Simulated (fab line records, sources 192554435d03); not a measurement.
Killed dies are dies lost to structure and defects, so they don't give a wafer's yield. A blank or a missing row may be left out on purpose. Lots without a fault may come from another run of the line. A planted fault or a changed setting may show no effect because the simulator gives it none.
Chamber matching | flow n5_finfet | N5_GATE_CUT_ETCH_36 on rie_diel-03: 4 sister chambers
The step etches SiARC in CF4, target depth 13 nm, time 21.7 s. 22 wafers are shown with their chamber, then 11 later ones without.

WAFERS WITH THEIR CHAMBER
wafer  | chamber | drypump_motor_current_A (A) | showerhead_plenum_p_Torr (Torr) | oes_product_au (a.u.)
L075.3 | 0       | 5.9                         | 2.15                            | 0.65
L075.5 | 1       | 6.1                         | 2.10                            | 0.81
L075.6 | 2       | 5.1                         | 2.08                            | 0.67
L078.1 | 0       | 5.9                         | 2.14                            | 0.64
L078.3 | 2       | 5.0                         | 2.08                            | 0.67
L078.6 | 2       | 5.1                         | 2.07                            | 0.67
L079.3 | 3       | 5.4                         | 2.21                            | 0.62
L079.5 | 2       | 5.1                         | 2.07                            | 0.67
L079.6 | 3       | 5.4                         | 2.21                            | 0.62
L080.1 | 0       | 5.9                         | 2.14                            | 0.63
L080.4 | 1       | 6.1                         | 2.10                            | 0.80
L080.5 | 2       | 5.1                         | 2.07                            | 0.67
L081.2 | 1       | 6.1                         | 2.10                            | 0.79
L081.4 | 3       | 5.4                         | 2.21                            | 0.62
L081.6 | 2       | 5.1                         | 2.07                            | 0.66
L083.4 | 0       | 5.9                         | 2.14                            | 0.63
L083.5 | 0       | 5.9                         | 2.14                            | 0.63
L083.6 | 3       | 5.4                         | 2.20                            | 0.62
L090.1 | 2       | 5.0                         | 2.07                            | 0.65
L090.4 | 1       | 6.1                         | 2.09                            | 0.76
L090.6 | 1       | 6.1                         | 2.09                            | 0.77
L091.1 | 3       | 5.4                         | 2.20                            | 0.61

SIGNATURES (means of the wafers above)
reading                  | chamber 0 | chamber 1 | chamber 2 | chamber 3 | scatter within a chamber
drypump_motor_current_A  | 5.900     | 6.100     | 5.071     | 5.400     | 0.0282
showerhead_plenum_p_Torr | 2.1420    | 2.0960    | 2.0729    | 2.2060    | 0.00507
oes_product_au           | 0.6360    | 0.7860    | 0.6657    | 0.6180    | 0.0118
Rule: a wafer's distance from a chamber is the root of the sum, over the readings, of the square of ((its reading less the chamber's mean) divided by the reading's scatter). The wafer belongs to the nearest chamber; if the next one is less than 2 further off, it can't be placed. The scatter: the root of (the sum of the squares of (reading less its chamber's mean) over the shown wafers, divided by (wafers less chambers)).

WAFERS WITHOUT THEIR CHAMBER
wafer  | drypump_motor_current_A (A) | showerhead_plenum_p_Torr (Torr) | oes_product_au (a.u.)
L091.3 | 6.1                         | 2.09                            | 0.76
L091.4 | 5.4                         | 2.20                            | 0.60
L092.2 | 5.4                         | 2.20                            | 0.59
L092.4 | 5.1                         | 2.07                            | 0.65
L092.6 | 6.1                         | 2.09                            | 0.75
L094.2 | 5.9                         | 2.14                            | 0.62
L094.3 | 6.1                         | 2.09                            | 0.75
L094.5 | 6.1                         | 2.09                            | 0.75
L097.2 | 5.1                         | 2.06                            | 0.64
L097.3 | 5.4                         | 2.20                            | 0.59
L097.6 | 6.1                         | 2.09                            | 0.74

WHICH CHAMBER EACH WENT THROUGH
wafer  | from the rows above | in truth
L091.3 | 1                   | 1
L091.4 | 3                   | 3
L092.2 | 3                   | 3
L092.4 | 2                   | 2
L092.6 | 1                   | 1
L094.2 | 0                   | 0
L094.3 | 1                   | 1
L094.5 | 1                   | 1
L097.2 | 2                   | 2
L097.3 | 3                   | 3
L097.6 | 1                   | 1
Placed correctly: 11 of 11. Can't be placed from these rows: 0. Placed wrongly: 0.
